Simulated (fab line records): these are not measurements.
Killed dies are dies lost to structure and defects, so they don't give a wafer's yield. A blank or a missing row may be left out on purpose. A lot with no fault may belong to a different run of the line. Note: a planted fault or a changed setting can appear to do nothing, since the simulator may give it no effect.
A struck lot beside a sound one + flow nand harc + 12 out of 1159 route steps
Sound: wafers L973.1, L973.2, L973.4. The struck wafers were L963.1, L963.3, L963.4. The cause is given at the end.
Each step with rows lists, per side, the tool, then ch with its chambers, then its first start. Under that, the readings that differ: sound wafers + struck wafers + difference of the means + sigmas: that difference in standard deviations of wafers without a fault.
alike: same words and numbers on both sides, and readings whose means sit less than 2 such deviations apart. not compared: any withheld reading, any reading some wafer has no value for, any bound like >300 that may hide the same value, and any number with overlapping values for which the record gives no deviation.
A row with sigmas, a row that says differs or no value, or rows on one side alone: a step with any of these is where the two part. Numbers that have no deviation but don't overlap get no sigmas and don't part them. A reading missing from all wafers of one side parts the sides only when that side holds two or more wafers.

NHARC_A_STAIRCASE_STRIP_175: strips in O2.
  sound on plasma asher-01 ch 0,1, day 14 13:44; struck on plasma asher-01 ch 0,1, day 11 10:51
  alike: drypump motor current A, heater power w
  not compared: rf hours counter h
then, 10 steps without rows for these wafers: NHARC_A_STAIRCASE_STRIP_148 (strips in SPM, time 900 s); NHARC_A_STAIRCASE_PRECLEAN_149 (cleans in SC1); NHARC_A_STAIRCASE_SRD_150; NHARC_A_STAIRCASE_DEHYDRATE_176 (time 120 s); NHARC_A_STAIRCASE_HMDS_177 (time 30 s); NHARC_A_STAIRCASE_COAT_178; NHARC_A_STAIRCASE_SOFTBAKE_179 (time 170 s); NHARC_A_STAIRCASE_EBR_180; NHARC_A_STAIRCASE_EXPOSE_181 (exposes mask STAIR 2); NHARC_A_STAIRCASE_PEB_182 (peb time 130 s).
NHARC_A_STAIRCASE_DEVELOP_183: time 140 s.
  sound on litho track-05 ch 0, day 14 14:00; struck on litho track-05, day 11 11:00
  no value came back on the struck wafers for chill plate temp C (C), exhaust pa (Pa), time s (s); on the sound wafers chill plate temp C (C) reads 23.14 23.02 22.99

## WHERE THEY PART
At NHARC_A_STAIRCASE_DEVELOP_183 and nowhere else, as far as this record goes.

WHY: the cause the simulator had injected
Skipped step whole: litho track-05, from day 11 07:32 on, at NHARC_A_STAIRCASE_DEVELOP_183. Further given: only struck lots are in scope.
